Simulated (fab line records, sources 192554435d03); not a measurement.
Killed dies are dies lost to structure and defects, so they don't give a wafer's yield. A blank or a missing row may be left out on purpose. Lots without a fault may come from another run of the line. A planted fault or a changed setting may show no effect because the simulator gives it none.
fab line records | flow n5_finfet
record lots=7 wafers=18 last_day=17
route steps=1938 shown BEOL_M9@1446 PASSIVATION@1936
lots that met no fault: from a run of the same line without faults
start_h: hours from the record's first day to the start of the lot's first wafer shown | wait_h: hours since the lot's step before | " the same as in the row above | L1.1+2: a row that stands for several wafers | - no value, or no start given | * or withheld: withheld | < > ~ a bound
route shown NAME@n: a module of which the file shows steps, and the number in the route of the first | usual: mean/standard deviation of fault-free wafers | same: alike in all rows | chamber/n: place in a boat | sites: the reading at each site | _std_site: their standard deviation | _edge_site: outer sites' mean less inner sites' | radius_mm: how far each site lies from the wafer's centre | mask NAME#n: copy n | behind: the tool/chamber that last shaped the wafer | hold: why the lot was held/for how many hours/how that ended | device: the transistor (n, p or np) that didn't switch | end of line: the same wafers' tests at the end of the route | a step without rows: its recipe alone | killed: dies lost to structure and defects at the first sort, not the wafer's yield | map: a wafer's dies, x killed, . not, _ none there
set.NAME: the setting as run; set.NAME@STEP: as run at that earlier step | model.NAME: the simulator's own value behind a step, which no gauge read
lots at some steps of the route; a table a step, a row a wafer
services: from which hour (start_h, from the record's first day; less than 0 if before it) a tool's chamber was out of use, for how many hours, and why
## steps
# step N5_BEOL_M9_TRENCH_ETCH_37
# recipe chemistry=C4F6/O2 target_depth_a=1514.3 target=SiCOH_lowk time_s=49 ion_energy_ev=250 pressure_mtorr=30 source_w=345 bias_w=185 Ar_flow_sccm=300 C4F6_flow_sccm=10 O2_flow_sccm=10
# usual drypump_motor_current_A=5.6/0.48 oes_product_au=0.74/0.056 rf_vpp_V=663/13 showerhead_plenum_p_Torr=2.87/0.11 throttle_valve_pct=21.09/0.2
# same time_s=49
# columns lot.wafer tool chamber start_h wait_h drypump_motor_current_A oes_product_au rf_hours_counter_h rf_vpp_V showerhead_plenum_p_Torr throttle_valve_pct
L854.1 rie_diel-02 1 - - 4.9 0.70 219 667 2.72 20.69
L854.3 " 3 " " 5.6 0.84 71 666 3.02 21.02
L854.4 " 2 " " 6.1 0.77 127 661 2.64 21.29
L855.2 rie_diel-02 0 - - 5.3 0.71 190 664 2.85 21.30
L855.3 " 3 " " 5.6 0.84 75 664 3.01 21.02
L855.4 " 1 " " 4.9 0.69 223 666 2.72 20.71
L861.3 rie_diel-03 1 - - 5.2 0.71 182 642 2.84 21.29
L861.4 " 2 " " 6.5 0.73 183 684 2.94 20.79
L864.3 rie_diel-03 1 - - 5.2 0.71 187 641 2.84 21.29
L864.4 " 3 " " 5.9 0.75 140 682 2.96 21.01
L866.5 rie_diel-02 0 - - 5.3 0.70 - 665 2.84 21.32
L866.6 " 1 " " 4.9 0.68 - 664 2.71 20.73
L869.1 rie_diel-02 3 - - 5.6 0.80 100 667 3.00 21.04
L869.2 " 1 " " 4.9 0.68 247 666 2.71 20.75
L869.3 " 0 " " 5.3 0.70 215 663 2.84 21.32
L872.2 rie_diel-02 3 - - 5.6 0.80 114 665 3.00 21.07
L872.5 " 2 " " 6.1 0.73 - 660 2.62 21.34
L872.6 " 3 " " 5.6 0.78 - 666 3.00 21.09
# step N5_BEOL_M9_ETCH_41
# recipe chemistry=CH3F/O2 target=SiCN target_depth_a=366 taper_deg=2 time_s=70.1 ion_energy_ev=120 mask_material=TiN pressure_mtorr=30 source_w=395 bias_w=75 Ar_flow_sccm=150 CH3F_flow_sccm=30 O2_flow_sccm=20
# usual CH3F_flow_sccm=30.00/0.089 drypump_motor_current_A=5.6/0.48 oes_product_au=0.74/0.054 rf_vpp_V=297.6/1.9 showerhead_plenum_p_Torr=2.02/0.082 throttle_valve_pct=16.47/0.18
# same time_s=70.1
# columns lot.wafer tool chamber start_h wait_h CH3F_flow_sccm drypump_motor_current_A oes_product_au rf_hours_counter_h rf_vpp_V showerhead_plenum_p_Torr throttle_valve_pct
L854.1 rie_diel-02 1 - - 29.98 4.9 0.69 219 294.8 1.91 16.13
L854.3 " 3 " " 30.02 5.6 0.83 71 301.1 2.12 16.36
L854.4 " 2 " " 30.07 6.0 0.77 127 294.1 1.85 16.66
L855.2 rie_diel-02 0 - - 30.16 5.3 0.72 190 298.2 2.00 16.65
L855.3 " 3 " " 29.96 5.6 0.83 75 297.8 2.12 16.34
L855.4 " 1 " " 30.07 4.9 0.71 223 295.5 1.91 16.15
L861.3 rie_diel-03 1 - - 30.12 5.2 0.70 182 297.5 2.00 16.63
L861.4 " 2 " " 30.02 6.4 0.72 183 298.4 2.07 16.20
L864.3 rie_diel-03 1 - - 29.91 5.2 0.71 187 296.1 1.99 16.63
L864.4 " 3 " " 30.02 5.8 0.74 140 300.2 2.08 16.41
L866.5 rie_diel-02 0 - - 30.07 5.3 0.70 - 296.2 1.99 16.66
L866.6 " 1 " " 30.03 4.9 0.67 - 295.5 1.90 16.20
L869.1 rie_diel-02 3 - - 29.98 5.6 0.81 100 299.7 2.11 16.39
L869.2 " 1 " " 30.02 4.9 0.68 247 294.6 1.90 16.20
L869.3 " 0 " " 30.03 5.3 0.70 215 296.8 1.99 16.69
L872.2 rie_diel-02 3 - - 29.91 5.6 0.79 114 298.5 2.11 16.42
L872.5 " 2 " " 29.86 6.0 0.74 - 294.5 1.83 16.71
L872.6 " 3 " " 29.98 5.6 0.79 - 299.4 2.11 16.41
# step N5_BEOL_M9_STRIP_80
# recipe chemistry=N2/H2 time_s=10 power_w=450 temp_c=40 pressure_mtorr=20 rf_frequency_hz=6e+07 bias_power_w=7 n2_flow_sccm=200 h2_flow_sccm=200
# usual drypump_motor_current_A=5.6/0.48 h2_flow_sccm=200.0/0.57 oes_product_au=0.74/0.055 rf_vpp_V=59.2/0.92 showerhead_plenum_p_Torr=2.56/0.11 throttle_valve_pct=23.77/0.28
# same time_s=10
# columns lot.wafer tool chamber start_h wait_h drypump_motor_current_A h2_flow_sccm oes_product_au rf_hours_counter_h rf_vpp_V showerhead_plenum_p_Torr throttle_valve_pct
L854.1 rie_diel-02 1 - - 4.9 200.1 0.68 219 59.0 2.40 23.20
L854.3 " 3 " " 5.6 198.7 0.83 71 59.6 2.66 23.40
L854.4 " 2 " " 6.1 199.4 0.77 127 57.7 2.33 23.91
L855.2 rie_diel-02 0 - - 5.3 199.9 0.72 190 59.4 2.54 24.18
L855.3 " 3 " " 5.7 199.6 0.82 75 59.5 2.66 23.40
L855.4 " 1 " " 4.9 200.4 0.68 223 58.1 2.39 23.18
L861.3 rie_diel-03 1 - - 5.2 200.8 0.71 182 59.0 2.52 24.03
L861.4 " 2 " " 6.5 200.2 0.72 183 60.4 2.64 23.60
L864.3 rie_diel-03 1 - - 5.2 200.2 0.70 187 58.7 2.51 24.04
L864.4 " 3 " " 5.8 199.2 0.74 141 59.0 2.66 23.79
L866.5 rie_diel-02 0 - - 5.3 200.9 0.71 - 58.8 2.53 24.17
L866.6 " 1 " " 4.9 201.0 0.67 - 60.3 2.39 23.22
L869.1 rie_diel-02 3 - - 5.6 200.6 0.80 100 58.8 2.65 23.46
L869.2 " 1 " " 4.9 201.4 0.67 247 57.9 2.38 23.23
L869.3 " 0 " " 5.3 199.3 0.70 215 58.6 2.53 24.19
L872.2 rie_diel-02 3 - - 5.6 199.3 0.77 114 58.3 2.64 23.47
L872.5 " 2 " " 6.1 200.8 0.74 - 58.4 2.31 23.95
L872.6 " 3 " " 5.6 200.4 0.78 - 59.1 2.64 23.47
# step N5_BEOL_M9_OCD_MEAS_38
# usual trench_depth_nm=150.1/2.5
# columns lot.wafer tool chamber start_h wait_h trench_depth_nm
L854.1 ocd-01 - 240.56 - 148.9
L854.3 " - " " 150.6
L854.4 " - " " 154.0
L855.2 ocd-01 - 250.78 - 147.2
L855.3 " - " " 150.7
L855.4 " - " " 149.1
L861.3 ocd-02 - 274.14 - 150.2
L861.4 " - " " 151.0
L864.3 ocd-01 - 290.42 - 150.3
L864.4 " - " " 150.4
L866.5 ocd-01 - 300.32 - 147.9
L866.6 " - " " 147.9
L869.1 ocd-02 - 327.08 - 150.2
L869.2 " - " " 146.3
L869.3 " - " " 147.9
L872.2 ocd-01 - 358.06 - 150.2
L872.5 " - " " 151.3
L872.6 " - " " 148.7
# step N5_BEOL_M9_HM_STRIP_39
# recipe chemistry=peroxide_tin_strip material=TiN target_depth_a=250 temp_c=50 time_s=158
# step N5_BEOL_M9_SRD_40
# recipe time_s=30 temp_c=23 rinse_liquid=diw dry=ipa_marangoni
# step N5_BEOL_M9_PRECLEAN_42
# recipe chemistry=residue_remover time_s=60 temp_c=40
# step N5_BEOL_M9_SRD_43
# recipe time_s=30 temp_c=23 rinse_liquid=diw dry=ipa_marangoni
# step N5_BEOL_M9_CD_MEAS_35
# recipe target_cd_nm=70 target_cd_y_nm=40 polarity=opening
# usual cd_nm=69.9/0.58
# columns lot.wafer tool chamber start_h wait_h cd_nm
L854.1 cd_sem-02 - 240.73 0.0 70.5
L854.3 " - " " 70.7
L854.4 " - " " 71.0
L855.2 cd_sem-02 - 250.93 0.0 69.5
L855.3 " - " " 70.8
L855.4 " - " " 70.4
L861.3 cd_sem-02 - 274.30 0.0 70.9
L861.4 " - " " 70.1
L864.3 cd_sem-01 - 290.57 0.0 69.6
L864.4 " - " " 70.7
L866.5 cd_sem-02 - 300.47 0.0 69.8
L866.6 " - " " 69.8
L869.1 cd_sem-02 - 327.24 0.0 69.4
L869.2 " - " " 70.0
L869.3 " - " " 69.5
L872.2 cd_sem-01 - 358.31 0.0 70.0
L872.5 " - " " 69.8
L872.6 " - " " 70.3
# step N5_BEOL_M9_CURE_72
# recipe temp_c=370 time_s=120 ambient=DMADMS/He material=SiCOH_lowk
# step N5_BEOL_M9_DEGAS_44
# recipe ambient=vacuum temp_c=250 time_s=60
# step N5_BEOL_M9_PRE_CLEAN_45
# recipe gas=H2/He time_s=30 temp_c=250
# usual heater_power_w=344/21 susceptor_temp_C=250.00/0.18
# same time_s=30
# columns lot.wafer tool chamber start_h wait_h heater_power_w susceptor_temp_C
L854.1 pvd_sputter-03 - 241.41 0.0 392 250.12
L854.3 " - " " 343 249.98
L854.4 " - " " 329 250.29
L855.2 pvd_sputter-02 - 251.58 0.0 389 250.14
L855.3 " - " " 333 250.14
L855.4 " - " " 355 250.19
L861.3 pvd_sputter-03 - 274.79 0.0 344 249.76
L861.4 " - " " 321 250.10
L864.3 pvd_sputter-01 - 291.26 0.0 350 249.90
L864.4 " - " " 314 249.74
L866.5 pvd_sputter-01 - 301.48 0.0 364 249.68
L866.6 " - " " 342 249.97
L869.1 pvd_sputter-03 - 327.95 0.0 347 249.91
L869.2 " - " " 332 249.93
L869.3 " - " " 322 250.06
L872.2 pvd_sputter-02 - 359.79 0.0 370 250.36
L872.5 " - " " 361 249.81
L872.6 " - " " 375 250.14
# step N5_BEOL_M9_ALD_74
# recipe material=TaN target_thk_a=20 temp_c=275 ald_precursor_family=PDMAT ald_co_reactant=NH3 pressure_torr=3 carrier_flow_sccm=1500 pulse_time_s=2 purge_time_s=3 co_reactant_purge_time_s=2 co_reactant_pulse_time_s=3 ald_cycles=40 precursor_vessel_temp_c=75 precursor_vessel_pressure_torr=26.25 precursor_vessel_carrier_sccm=1000
# usual ald_cycles=40/0 heater_power_outer_w=238/25 heater_power_w=430/38 precursor_vessel_temp_c=74.98/0.13 susceptor_temp_C=275.01/0.18
# columns lot.wafer tool chamber start_h wait_h ald_cycles heater_power_outer_w heater_power_w precursor_vessel_temp_c susceptor_temp_C
L854.1 ald_metal-02 3 241.47 0.0 40 261 478 74.82 275.05
L854.3 " 2 " " 40 244 452 74.95 275.23
L854.4 " 1 " " 40 231 445 74.89 275.00
L855.2 ald_metal-04 0 251.64 0.0 40 228 392 74.92 275.05
L855.3 " 3 " " 40 227 431 75.06 275.06
L855.4 " 1 " " 40 282 445 75.02 275.16
L861.3 ald_metal-02 2 274.93 0.1 40 238 449 74.97 274.68
L861.4 " 0 " " 39 213 386 75.04 -
L864.3 ald_metal-02 2 291.34 0.1 40 245 450 74.88 275.18
L864.4 " 2 " " 39 246 462 74.95 -
L866.5 ald_metal-02 2 301.67 0.2 39 237 455 75.08 -
L866.6 " 1 " " 40 237 437 75.16 275.28
L869.1 ald_metal-04 1 328.03 0.1 40 271 438 74.67 274.95
L869.2 " 0 " " 40 221 395 74.89 274.96
L869.3 " 3 " " 40 225 425 75.11 275.18
L872.2 ald_metal-04 1 359.99 0.2 40 277 443 74.88 274.71
L872.5 " 1 " " 40 270 444 74.82 274.81
L872.6 " 2 " " 40 233 412 75.19 274.98
# step N5_BEOL_M9_SURFACE_TREAT_79
# recipe gas=Ar time_s=* ion_energy_ev=* ion_current_ma_cm2=0.5 pressure_mtorr=* ar_flow_sccm=30
# usual throttle_valve_pct=*
# same time_s=*
# columns lot.wafer tool chamber start_h wait_h throttle_valve_pct
L854.1 pvd_sputter-03 - 243.29 1.7 *
L854.3 " - " " *
L854.4 " - " " *
L855.2 pvd_sputter-01 - 251.94 0.2 *
L855.3 " - " " *
L855.4 " - " " *
L861.3 pvd_sputter-03 - 275.63 0.6 *
L861.4 " - " " *
L864.3 pvd_sputter-01 - 291.70 0.2 *
L864.4 " - " " *
L866.5 pvd_sputter-01 - 302.04 0.2 *
L866.6 " - " " *
L869.1 pvd_sputter-01 - 328.31 0.2 *
L869.2 " - " " *
L869.3 " - " " *
L872.2 pvd_sputter-02 - 360.33 0.2 *
L872.5 " - " " *
L872.6 " - " " *
# step N5_PASSIVATION_PROBE_49
# usual defect_limited_yield=91.6/1.2 killed_at_M0_to_M3=33/9.4 killed_at_M4_up=13/5.2 killed_at_contacts=13/5.6 killed_at_front_end=37/9.5 killed_at_other=4/3.1 killed_dies=99/15 killed_open=65/11 killed_short=32/7.5 sort_bin_5_function=4.9/0.77 sort_bin_6_memory=3.1/0.65 sort_n_pass=1081/15 sort_yield_pct=91.6/1.2
# same gross_dies=1180 killed_at_back_side=0 sort_bin_4_leakage[%]=0 sort_bin_8_speed[%]=0
# columns lot.wafer tool chamber start_h wait_h defect_limited_yield[%] killed_at_M0_to_M3 killed_at_M4_up killed_at_contacts killed_at_front_end killed_at_other killed_dies killed_open killed_short sort_bin_5_function[%] sort_bin_6_memory[%] sort_n_pass sort_yield_pct[%]
L854.1 prober-02 - 317.59 0.0 92.0 33 8 13 35 5 94 62 32 5.2 2.1 1086 92.0
L854.3 prober-02 - 317.69 0.1 90.1 26 20 14 53 4 117 83 34 6.0 3.6 1063 90.1
L854.4 prober-02 - 317.74 0.2 91.9 21 13 12 42 8 96 72 23 5.5 2.5 1084 91.9
L861.4 prober-01 - 339.91 0.2 91.5 30 10 16 32 12 100 62 37 5.3 2.6 1080 91.5
L864.3 prober-01 - 349.96 0.1 91.9 23 24 10 37 2 96 63 27 4.4 3.1 1084 91.9
L864.4 prober-01 - 350.01 0.2 93.7 18 14 7 31 4 74 48 25 3.9 2.3 1106 93.7
L866.5 prober-01 - 360.30 0.2 89.6 34 12 14 54 9 123 67 56 6.5 3.6 1057 89.6
L866.6 prober-01 - 360.35 0.3 91.0 38 8 11 40 9 106 70 36 4.7 3.8 1074 91.0
L869.1 prober-01 - 393.91 0.0 90.3 44 10 16 39 5 114 85 27 5.4 4.2 1066 90.3
L869.2 prober-01 - 393.96 0.1 93.2 24 7 12 34 3 80 50 30 3.7 2.6 1100 93.2
L869.3 prober-01 - 394.01 0.1 90.7 37 9 12 38 14 110 68 40 5.1 3.8 1070 90.7
L872.2 prober-02 - 417.52 0.1 91.8 27 10 8 49 3 97 61 30 4.9 2.6 1083 91.8
L872.5 prober-02 - 417.67 0.2 94.4 15 5 7 38 1 66 42 24 3.6 1.6 1114 94.4
L872.6 prober-02 - 417.72 0.3 91.3 31 8 21 38 5 103 60 42 5.0 3.4 1077 91.3
# killed by level:class
L854.1 MOL_CONTACT_COAG:geometric_particle:open=11 BEOL_M1:geometric_particle:open=11 STI_FIN_REVEAL:geometric_particle:open=8 FIN_SAQP:geometric_particle:open=6 BEOL_M1:geometric_particle:short=6 FIN_SAQP:geometric_particle:short=5 GATE_CUT:geometric_particle:short=5 BEOL_M0:geometric_particle:open=4
L854.3 STI_FIN_REVEAL:geometric_particle:open=19 MOL_CONTACT_COAG:geometric_particle:open=12 FIN_SAQP:geometric_particle:open=8 FIN_SAQP:geometric_particle:short=7 BEOL_M4:geometric_particle:open=7 BEOL_M6:geometric_particle:open=6 BEOL_M1:geometric_particle:open=5 BEOL_M3:geometric_particle:open=5
L854.4 STI_FIN_REVEAL:geometric_particle:open=14 MOL_CONTACT_COAG:geometric_particle:open=10 FIN_SAQP:geometric_particle:open=6 FIN_SAQP:geometric_particle:short=6 BEOL_M3:geometric_particle:open=6 BEOL_M4:geometric_particle:open=6 PASS1_CAP:geometric_particle:open=6 STI_FIN_REVEAL:geometric_particle:short=4
L861.4 MOL_CONTACT_COAG:geometric_particle:open=14 FIN_SAQP:geometric_particle:short=8 BEOL_M2:geometric_particle:open=8 BEOL_M3:geometric_particle:open=8 PAD_METAL:geometric_particle:short=6 ILD0:geometric_particle:short=6 BEOL_M0_SAQP:geometric_particle:open=6 STI_FIN_REVEAL:geometric_particle:open=5
L864.3 BEOL_M4:geometric_particle:open=15 STI_FIN_REVEAL:geometric_particle:open=9 MOL_CONTACT_COAG:geometric_particle:open=8 BEOL_M0_SAQP:geometric_particle:open=8 BEOL_M0_SAQP:geometric_particle:short=6 DUMMY_GATE:geometric_particle:open=5 GATE_CUT:geometric_particle:short=5 HKMG_FIN:area_etch=5
L864.4 MOL_CONTACT_COAG:geometric_particle:open=6 BEOL_M4:geometric_particle:open=6 STI_FIN_REVEAL:geometric_particle:open=5 DUMMY_GATE:geometric_particle:open=5 BEOL_M5:geometric_particle:open=4 STI_FIN_REVEAL:geometric_particle:short=3 ILD0:geometric_particle:short=3 ILD0:geometric_particle:open=3
L866.5 FIN_SAQP:geometric_particle:short=24 MOL_CONTACT_COAG:geometric_particle:open=10 STI_FIN_REVEAL:geometric_particle:open=8 BEOL_M4:geometric_particle:open=7 FIN_SAQP:geometric_particle:open=6 BEOL_M0_SAQP:geometric_particle:open=5 BEOL_M0_SAQP:geometric_particle:short=5 BEOL_M2:geometric_particle:open=5
L866.6 BEOL_M3:geometric_particle:open=15 FIN_SAQP:geometric_particle:short=14 MOL_CONTACT_COAG:geometric_particle:open=7 STI_FIN_REVEAL:geometric_particle:open=5 BEOL_M0_SAQP:geometric_particle:open=5 BEOL_M2:geometric_particle:open=5 PASS1_CAP:geometric_particle:open=5 FIN_SAQP:geometric_particle:open=4
L869.1 BEOL_M1:geometric_particle:open=16 FIN_SAQP:geometric_particle:open=13 MOL_CONTACT_COAG:geometric_particle:open=13 BEOL_M0_SAQP:geometric_particle:open=11 BEOL_M0_SAQP:geometric_particle:short=8 FIN_SAQP:geometric_particle:short=6 BEOL_M0:geometric_particle:open=5 BEOL_M4:geometric_particle:open=5
L869.2 MOL_CONTACT_COAG:geometric_particle:open=10 DUMMY_GATE:geometric_particle:open=8 BEOL_M0_SAQP:geometric_particle:short=8 FIN_SAQP:geometric_particle:open=6 FIN_SAQP:geometric_particle:short=6 STI_FIN_REVEAL:geometric_particle:open=4 BEOL_M0_SAQP:geometric_particle:open=4 STARTING-WAFER:geometric_particle:short=4
L869.3 FIN_SAQP:geometric_particle:open=15 BEOL_M0_SAQP:geometric_particle:short=12 MOL_CONTACT_COAG:geometric_particle:open=9 BEOL_M0_SAQP:geometric_particle:open=9 BEOL_M2:geometric_particle:open=8 FIN_SAQP:geometric_particle:short=7 DUMMY_GATE:geometric_particle:open=5 MIM_BOT:geometric_particle:open=5
L872.2 FIN_SAQP:geometric_particle:open=15 BEOL_M0_SAQP:geometric_particle:short=10 MOL_CONTACT_COAG:geometric_particle:open=8 BEOL_M0_SAQP:geometric_particle:open=8 FIN_SAQP:geometric_particle:short=6 BEOL_M3:geometric_particle:open=5 HKMG_FIN:area_etch=5 STI_FIN_REVEAL:geometric_particle:open=4
L872.5 STI_FIN_REVEAL:geometric_particle:open=16 FIN_SAQP:geometric_particle:short=8 MOL_CONTACT_COAG:geometric_particle:open=7 BEOL_M1:geometric_particle:open=5 BEOL_M1:geometric_particle:short=3 FIN_SAQP:geometric_particle:open=2 STI_FIN_REVEAL:geometric_particle:short=2 ILD0:geometric_particle:open=2
L872.6 MOL_CONTACT_COAG:geometric_particle:open=15 FIN_SAQP:geometric_particle:short=12 BEOL_M0_SAQP:geometric_particle:short=8 STI_FIN_REVEAL:geometric_particle:open=7 BEOL_M3:geometric_particle:open=7 MOL_CONTACT_COAG:geometric_particle:short=6 BEOL_M0_SAQP:geometric_particle:open=5 BEOL_M1:geometric_particle:open=5
## services
# columns tool chamber start_h hours kind
ald_metal-02 - 224.58 1.5 repair
pvd_sputter-02 - 238.19 1.5 repair
pvd_sputter-02 - 285.64 5.0 repair
rie_diel-02 2 286.38 3.2 repair
ald_metal-02 3 289.54 23.9 repair
ald_metal-04 - 304.00 1.2 pm
ald_metal-04 - 312.08 2.8 pm
rie_diel-03 3 322.36 15.4 repair
rie_diel-02 1 334.87 - clean
rie_diel-02 1 334.87 - consumable_replace:focus_ring
rie_diel-02 1 334.87 - consumable_replace:showerhead
rie_diel-02 1 334.87 27.6 scheduled_down
rie_diel-02 1 334.87 27.6 vent_cycle
ald_metal-02 - 337.25 14.0 pm
ald_metal-02 0 337.25 14.0 vent_cycle
ald_metal-02 1 337.25 14.0 vent_cycle
ald_metal-02 2 337.25 14.0 vent_cycle
ald_metal-02 3 337.25 14.0 vent_cycle
rie_diel-03 1 337.77 14.5 repair
pvd_sputter-03 - 338.72 1.8 repair
ald_metal-02 0 351.25 - clean
ald_metal-02 1 351.25 - clean
ald_metal-02 2 351.25 - clean
ald_metal-02 3 351.25 - clean
## key
first_sign step=N5_BEOL_M9_ALD_74 reading=ald_cycles direction=down sigmas=99+ usual=* struck=*
effect none on later readings
met_at N5_BEOL_M9_ALD_74
struck_wafers L861.4,L864.4,L866.5
onset_between 241.47 274.93
fault kind=process_parameter_drift tool=ald_metal-02 chamber=- onset_h=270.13 steps=N5_BEOL_M9_ALD_74 channel=ald_cycles offset=* shape=step end_h=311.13 scope=struck_wafers_only acts_in=* stated=*
